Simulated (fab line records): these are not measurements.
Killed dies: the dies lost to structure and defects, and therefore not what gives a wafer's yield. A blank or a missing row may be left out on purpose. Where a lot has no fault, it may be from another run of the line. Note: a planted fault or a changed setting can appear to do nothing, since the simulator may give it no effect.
Split-lot trial + flow n5 finfet + 21 wafers read from 7 lots, route of 1938 steps

== ON THE SPLIT ==
At N5_BEOL_M3_ETCH_41 (etches SiCN in CH3F/O2, target depth 29.9 nm, time 52.5 s), the setting target depth a was moved away from the recipe's 299 angstrom on 9 of the 21 wafers read, by -8.1% to +7.9%. For the rest of the wafers, this setting stayed at what the recipe calls for.

The reading is taken at the split's own step.

== THE READING ==
etch.depth nm (the simulator's own value, which no gauge read), in nm, at N5_BEOL_M3_ETCH_41 (etches SiCN in CH3F/O2, target depth 29.9 nm, time 52.5 s). The file gives no usual value for it. Here, 12 wafers ran the recipe; their average is 19.87 nm with a standard deviation of 0.21 nm.

| wafer  | tool, chamber at the split | target depth a as run, angstrom | against the recipe | etch.depth nm, nm | against lot-mates on the recipe |
|--------|----------------------------|---------------------------------|--------------------|-------------------|---------------------------------|
| L077.2 | rie diel-04, 2             | 299                             | recipe             | 19.92             | -                               |
| L077.4 | rie diel-04, 2             | 299                             | recipe             | 19.87             | -                               |
| L077.6 | rie diel-04, 3             | 299                             | recipe             | 20.19             | -                               |
| L079.1 | rie diel-01, 3             | 319.7                           | +6.9%              | 20.98             | +1.35                           |
| L079.3 | rie diel-01, 1             | 299                             | recipe             | 19.63             | -                               |
| L079.6 | rie diel-01, 3             | 319.7                           | +6.9%              | 20.86             | +1.23                           |
| L081.4 | rie diel-01, 1             | 274.8                           | -8.1%              | 18.12             | -1.49                           |
| L081.5 | rie diel-01, 1             | 299                             | recipe             | 19.61             | -                               |
| L081.6 | rie diel-01, 2             | 274.8                           | -8.1%              | 18.35             | -1.26                           |
| L083.2 | rie diel-04, 2             | 299                             | recipe             | 19.79             | -                               |
| L083.3 | rie diel-04, 1             | 299                             | recipe             | 19.55             | -                               |
| L083.6 | rie diel-04, 3             | 299                             | recipe             | 20.17             | -                               |
| L086.1 | rie diel-01, 1             | 286.8                           | -4.1%              | 18.83             | -1.17                           |
| L086.4 | rie diel-01, 3             | 299                             | recipe             | 20                | -                               |
| L086.6 | rie diel-01, 3             | 286.8                           | -4.1%              | 18.91             | -1.09                           |
| L088.1 | rie diel-03, 3             | 320.8                           | +7.3%              | 21.09             | +1.33                           |
| L088.3 | rie diel-03, 2             | 320.8                           | +7.3%              | 21.11             | +1.35                           |
| L088.6 | rie diel-03, 3             | 299                             | recipe             | 19.76             | -                               |
| L092.2 | rie diel-01, 3             | 299                             | recipe             | 19.84             | -                               |
| L092.4 | rie diel-01, 3             | 322.5                           | +7.9%              | 21.47             | +1.47                           |
| L092.5 | rie diel-01, 2             | 299                             | recipe             | 20.16             | -                               |

FIT RESULTS
A straight line over all 21 wafers: etch.depth nm changes by +0.188 nm for each +1% of target depth a; r = +0.97; the points scatter about the line by 0.21 nm.
The same after taking each lot's own level away (the mean of its wafers on the recipe; 21 wafers): +0.189 nm for each +1%; r = +0.98; scatter 0.18 nm.
The reading moves by 1.5 nm for the largest change in target depth a, on that fit.
The span of the lots' own levels, 19.610 to 20.000 nm, comes to 1.8 times the standard deviation stated above.
The two slopes are in agreement: the lot-to-lot level therefore moves the slope only a little.
Check: for one of the wafers moved furthest among these (-8.1%), held out of the fit, the line's prediction against its lot-mates is -1.57 nm. It came out at -1.49 nm against them.

== THE OTHER SPLITS THESE WAFERS WENT THROUGH ==
Before the reading, these wafers also passed through other splits. Each is held against what the fit with the lots' levels taken away leaves over:
| other split on the same wafers   | wafers away from the commonest value | r with etch.depth nm (lot level and that fit taken away) |
|----------------------------------|--------------------------------------|----------------------------------------------------------|
| N5_BEOL_M2_TRENCH_ETCH_37 time s | 8                                    | +0.18                                                    |

== FILE'S OWN FIT ==
etch.depth nm changes by +0.188 nm for each +1% of target depth a, r = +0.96.
